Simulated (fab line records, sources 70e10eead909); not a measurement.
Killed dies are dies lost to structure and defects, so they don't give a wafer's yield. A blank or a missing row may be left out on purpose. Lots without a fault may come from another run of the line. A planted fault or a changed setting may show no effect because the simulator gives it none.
Which tool did it? | flow nand_harc | 11 lots, 33 wafers sampled, at 5 steps of a route of 1302

WHAT THE GAUGES READ, wafer by wafer
NHARC_END_SORT_01.
lot  | measured     | on        | killed_at_array
L937 | day 30 04:48 | prober-02 | 666 665 42
L938 | day 30 06:22 | prober-01 | 35 30 668
L936 | day 30 13:27 | prober-02 | 54 52 53

WHICH TOOL RAN EACH LOT (tool, then ch and the chambers of the sampled wafers, then the start)
lot  | NHARC_A_STAIRCASE_ETCH_170                    | NHARC_A_STAIRCASE_ETCH_13                     | NHARC_A_STAIRCASE_TRIM_16          | NHARC_A_STAIRCASE_ETCH_25
L923 | rie_diel-02 ch 0,3, day 15 21:17 or earlier   | rie_diel-02 ch 1,2, day 15 21:17 or earlier   | rie_diel-02 ch 0,2,3, day 15 21:17 | rie_diel-02 ch 0,1,2, no start
L929 | rie_diel-06 ch 1,2,3, day 17 14:53 or earlier | rie_diel-06 ch 1,2, day 17 14:53 or earlier   | rie_diel-06 ch 0,3, day 17 14:53   | rie_diel-06 ch 2,3, no start
L937 | rie_diel-02 ch 1,2, day 21 14:21 or earlier   | rie_diel-02 ch 0,1, day 21 14:21 or earlier   | rie_diel-02 ch 0,2,3, day 21 14:21 | rie_diel-02 ch 0,1,3, day 30 04:48 or earlier
L938 | rie_diel-02 ch 0,1,2, day 21 18:28 or earlier | rie_diel-02 ch 0,1,3, day 21 18:28 or earlier | rie_diel-02 ch 2,3, day 21 18:28   | rie_diel-02 ch 0,1,2, day 30 06:22 or earlier
L936 | rie_diel-06 ch 0,1,3, day 21 22:13 or earlier | rie_diel-06 ch 2,3, day 21 22:13 or earlier   | rie_diel-06 ch 0,1,2, day 21 22:13 | rie_diel-02 ch 0,2,3, day 30 13:27 or earlier
L941 | rie_diel-09 ch 1,2,3, day 23 01:50 or earlier | rie_diel-06 ch 1,2,3, day 23 01:50 or earlier | rie_diel-06 ch 0,1,2, day 23 01:50 | rie_diel-02 ch 0,1,3, no start
L940 | rie_diel-06 ch 0,1,3, day 23 02:11 or earlier | rie_diel-09 ch 0,3, day 23 02:11 or earlier   | rie_diel-09 ch 0,1,3, day 23 02:11 | rie_diel-09 ch 0,3, no start
L942 | rie_diel-06 ch 0,1,2, day 23 09:48 or earlier | rie_diel-09 ch 0,1, day 23 09:48 or earlier   | rie_diel-09 ch 0,3, day 23 09:48   | rie_diel-02 ch 1,2,3, no start
L944 | rie_diel-09 ch 0,2,3, day 24 11:52 or earlier | rie_diel-02 ch 0,2,3, day 24 11:52 or earlier | rie_diel-02 ch 0,2,3, day 24 11:52 | rie_diel-09 ch 0,1,2, no start
L945 | rie_diel-02 ch 0,2,3, day 24 14:45 or earlier | rie_diel-09 ch 0,1, day 24 14:45 or earlier   | rie_diel-09 ch 0,3, day 24 14:45   | rie_diel-02 ch 1,2, no start
L946 | rie_diel-02 ch 1,2, day 25 08:02 or earlier   | rie_diel-06 ch 0,1, day 25 08:02 or earlier   | rie_diel-06 ch 2,3, day 25 08:02   | rie_diel-09 ch 1,2, no start
- NHARC_A_STAIRCASE_ETCH_170: etches the open film in C4F6/O2, target depth 200 nm, time 66.667 s.
- NHARC_A_STAIRCASE_ETCH_13: etches the open film in C4F8/O2, target depth 100 nm, time 40.5 s.
- NHARC_A_STAIRCASE_TRIM_16: chemistry O2, time 211.2 s.
- NHARC_A_STAIRCASE_ETCH_25: etches the open film in C4F8/O2, target depth 100 nm, time 40.5 s.

THE ANSWER, worked out from the rows above alone
Rule: what is usual is taken from the lots themselves. Put in order of their means at a reading, lots are off if they are a third of the lots or fewer, leave a main group of 4 or more, and stand apart from it by a gap of 3 or more times the standard deviation of the main group's means; of several such gaps the widest counts. A main group whose means are all the same, to the digits that the tables above print for the reading, isn't used. A lot without any number at a reading at which 4 lots or more have one is off too. The other lots that the step has rows for count as sound.
No lot is off at any reading shown: from this, nothing can be told.

WHAT THE SIMULATOR HAD PUT IN
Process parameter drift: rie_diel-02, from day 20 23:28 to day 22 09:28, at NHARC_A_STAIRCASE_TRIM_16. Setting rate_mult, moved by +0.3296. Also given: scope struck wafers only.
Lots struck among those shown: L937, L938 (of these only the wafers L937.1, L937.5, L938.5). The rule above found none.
